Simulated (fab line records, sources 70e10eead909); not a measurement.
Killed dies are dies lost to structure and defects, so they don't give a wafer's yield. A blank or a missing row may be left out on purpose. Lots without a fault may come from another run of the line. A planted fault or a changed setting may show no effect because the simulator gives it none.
Chamber matching | flow nand_harc | NHARC_A_BONDPAD_DESCUM_11 on rie_diel-11: 4 sister chambers
The step chemistry O2, time 3 s. 4 wafers are shown with their chamber, then 9 later ones without.

WAFERS WITH THEIR CHAMBER
wafer  | chamber | drypump_motor_current_A (A)
L995.5 | 1       | 5.7
L996.1 | 3       | 5.5
L996.4 | 2       | 6.5
L996.6 | 0       | 6.0

WAFERS WITHOUT THEIR CHAMBER
wafer  | drypump_motor_current_A (A)
L997.2 | 5.7
L997.3 | 6.0
L997.5 | 5.5
L998.3 | 5.5
L998.4 | 6.6
L998.5 | 5.7
L100.2 | 6.6
L100.3 | 6.0
L100.5 | 6.0

WHICH CHAMBER EACH WENT THROUGH
wafer  | from the rows above | in truth
L997.2 | 1                   | 1
L997.3 | 0                   | 0
L997.5 | 3                   | 3
L998.3 | 3                   | 3
L998.4 | 2                   | 2
L998.5 | 1                   | 1
L100.2 | 2                   | 2
L100.3 | 0                   | 0
L100.5 | 0                   | 0
Placed correctly: 9 of 9. Can't be placed from these rows: 0. Placed wrongly: 0.
How it was worked out, from the rows above alone: a wafer's distance from a chamber is the root of the sum, over the readings, of the square of ((its reading less the chamber's mean) divided by the reading's scatter). The wafer belongs to the nearest chamber; if the next one is less than 2 further off, it can't be placed. A chamber's mean is the mean of its shown wafers. The scatter: with one shown wafer a chamber, the root of the mean of the squares of how far each hidden wafer lies from its nearest shown one.
